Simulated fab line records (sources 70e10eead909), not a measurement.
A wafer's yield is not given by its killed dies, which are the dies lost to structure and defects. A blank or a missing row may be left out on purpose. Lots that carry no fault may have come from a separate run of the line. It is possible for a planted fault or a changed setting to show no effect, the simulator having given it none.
Struck lot and sound lot, side by side + flow nand harc + 40 steps out of a route of 1302
Sound: the wafers L789.3, L789.5, L789.6. The struck wafers were L780.2, L780.3, L780.4. The cause comes at the end.
For every step that has rows: the tool of each side, followed by ch and its chambers, followed by its first start. Under that, the readings that differ: sound wafers + struck wafers + difference of the means + sigmas: that difference in standard deviations of wafers without a fault.
alike: same words and numbers on both sides, and readings whose means sit less than 2 such deviations apart. not compared: any withheld reading, any reading some wafer has no value for, any bound like >300 that may hide the same value, and any number with overlapping values for which the record gives no deviation.
Wherever a step has rows on one side only, a row that says differs or no value, or a row with sigmas, the two part there. Numbers that have no deviation but don't overlap get no sigmas and don't part them. Lack of a reading on every wafer of one side parts them only where that side has two or more wafers.

first, 4 steps without rows for these wafers: NHARC_P_M1_EBR_05; NHARC_P_M1_EXPOSE_06 (exposes mask P M1, target cd 130 nm); NHARC_P_M1_PEB_07 (peb time 65 s); NHARC_P_M1_DEVELOP_08 (develop time 35 s).
NHARC_P_M1_CD_MEAS_09: the cd target is 130 nm.
  sound on cd sem-03 ch 0, day 12 09:28; struck on cd sem-01 ch 0, day 8 12:44
  alike: cd nm
NHARC_P_M1_OVL_MEAS_10: pitch 260 nm.
  sound: overlay-02 at day 12 09:32; struck: overlay-02 at day 8 12:50
  alike: overlay x nm, overlay y nm
NHARC_P_M1_INSPECT_11:
  sound: defect inspect-01 at day 12 09:35; struck: defect inspect-01 at day 8 12:52
  alike: raw defect count
then, 2 steps without rows for these wafers: NHARC_P_M1_DESCUM_14 (chemistry O2, time 3 s); NHARC_P_M1_ETCH_35 (etches the open film in N2/H2, target depth 40 nm, overetch 12 nm, time 43.94 s).
NHARC_P_M1_ETCH_15: etches the open film in C4F8/Ar, target depth 182.5 nm, time 91.2 s.
  sound: rie diel-03 ch 0,1; struck: rie diel-03 ch 0,1,2
  alike: oes product au, rf vpp V
  not compared: rf hours counter h
NHARC_P_M1_CD_MEAS_16:
  sound: cd sem-02 at day 12 09:57; struck: cd sem-03 at day 8 13:14
  alike: cd nm
then, 1 step without rows for these wafers: NHARC_P_M1_STRIP_18 (strips in N2/H2).
NHARC_P_M1_ETCH_28: etches the open film in CF4/N2, target depth 30 nm, time 72.99 s.
  sound on rie diel-07 ch 1,2,3, day 12 10:17; struck on rie diel-09 ch 1,2,3, day 8 13:32
  alike: drypump motor current A, oes product au, rf vpp V, showerhead plenum p Torr, throttle valve pct
  not compared: rf hours counter h
then, 1 step without rows for these wafers: NHARC_P_M1_STRIP_19 (strips in post etch residue remover, time 600 s).
NHARC_P_M1_DEGAS_29: time 60 s.
  sound: pvd sputter-03 at day 12 10:39; struck: pvd sputter-02 at day 8 13:57
  alike: heater power w
NHARC_P_M1_PRE_CLEAN_30: time 30 s.
  sound on pvd sputter-03; struck on pvd sputter-02
  alike: heater power w
then, 5 steps without rows for these wafers: NHARC_P_M1_PVD_20 (deposits TaN, target thk 5 nm, time 8.06 s); NHARC_P_M1_PVD_21 (deposits Cu, target thk 30 nm, time 20.49 s); NHARC_P_M1_ECD_22 (material Cu, target thk 400 nm); NHARC_P_M1_ANNEAL_31 (time 90 s); NHARC_P_M1_CMP_23 (polishes, t overpolish 20 s, target thk 157.82 nm).
NHARC_P_M1_THK_MEAS_24: measures by xrf.
  sound: film metro-02 at day 12 12:10; struck: film metro-02 at day 8 15:20
  alike: thk nm
then, 2 steps without rows for these wafers: NHARC_P_M1_SRD_25; NHARC_P_M1_PRE_CLEAN_32 (time 12 s).
NHARC_P_M1_DEP_33: deposits SiCN, target thk 30 nm.
  sound on pecvd-02 ch 0,2, day 12 12:34; struck on pecvd-01 ch 0,1, day 8 15:38
  alike: heater power w
then, 10 steps without rows for these wafers: NHARC_P_M2_DEP_00 (deposits SiOC, target thk 182.5 nm); NHARC_P_M2_DEHYDRATE_01 (time 120 s); NHARC_P_M2_HMDS_02 (time 30 s); NHARC_P_M2_COAT_34 (time 65 s); NHARC_P_M2_COAT_03 (resist thk 90 nm); NHARC_P_M2_SOFTBAKE_04 (time 55 s); NHARC_P_M2_EBR_05; NHARC_P_M2_EXPOSE_06 (exposes mask P M2, target cd 170 nm); NHARC_P_M2_PEB_07 (peb time 65 s); NHARC_P_M2_DEVELOP_08 (develop time 35 s).
NHARC_P_M2_CD_MEAS_09: the cd target is 170 nm.
  sound on cd sem-03 ch 0, day 12 13:57; struck on cd sem-01 ch 0, day 8 16:53
  alike: cd nm
NHARC_P_M2_OVL_MEAS_10: pitch 340 nm.
  sound: overlay-02 at day 12 14:02; struck: overlay-02 at day 8 16:58
  alike: overlay x nm, overlay y nm
then, 1 step without rows for these wafers: NHARC_P_M2_DESCUM_14 (chemistry O2, time 3 s).
NHARC_P_M2_ETCH_35: etches the open film in N2/H2, target depth 40 nm, overetch 12 nm, time 43.94 s.
  sound on rie diel-12 ch 2,3, day 12 14:13; struck on rie diel-13 ch 0,1,2, day 8 17:09
  alike: drypump motor current A, oes product au, rf vpp V, showerhead plenum p Torr, throttle valve pct
  not compared: rf hours counter h
-- the record jumps here: 18 days lie between the struck wafers' starts before and after (it left off in module P_M2 and takes up again in module END, whose first step shown is number 1302 of the route) --
NHARC_END_SORT_01:
  sound on prober-02 ch 0, day 30 06:20; struck on prober-02 ch 0, day 26 05:49
| reading             | sound   | struck    | difference | sigmas |
|---------------------|---------|-----------|------------|--------|
| killed at periphery | 10 11 5 | 105 49 50 | +59        | +20    |
  alike: defect limited yield, killed at array, killed at other, killed dies, killed open, killed short

== WHERE THEY PART ==
Only at NHARC_END_SORT_01, within this record.

WHY: whatever the simulator had introduced
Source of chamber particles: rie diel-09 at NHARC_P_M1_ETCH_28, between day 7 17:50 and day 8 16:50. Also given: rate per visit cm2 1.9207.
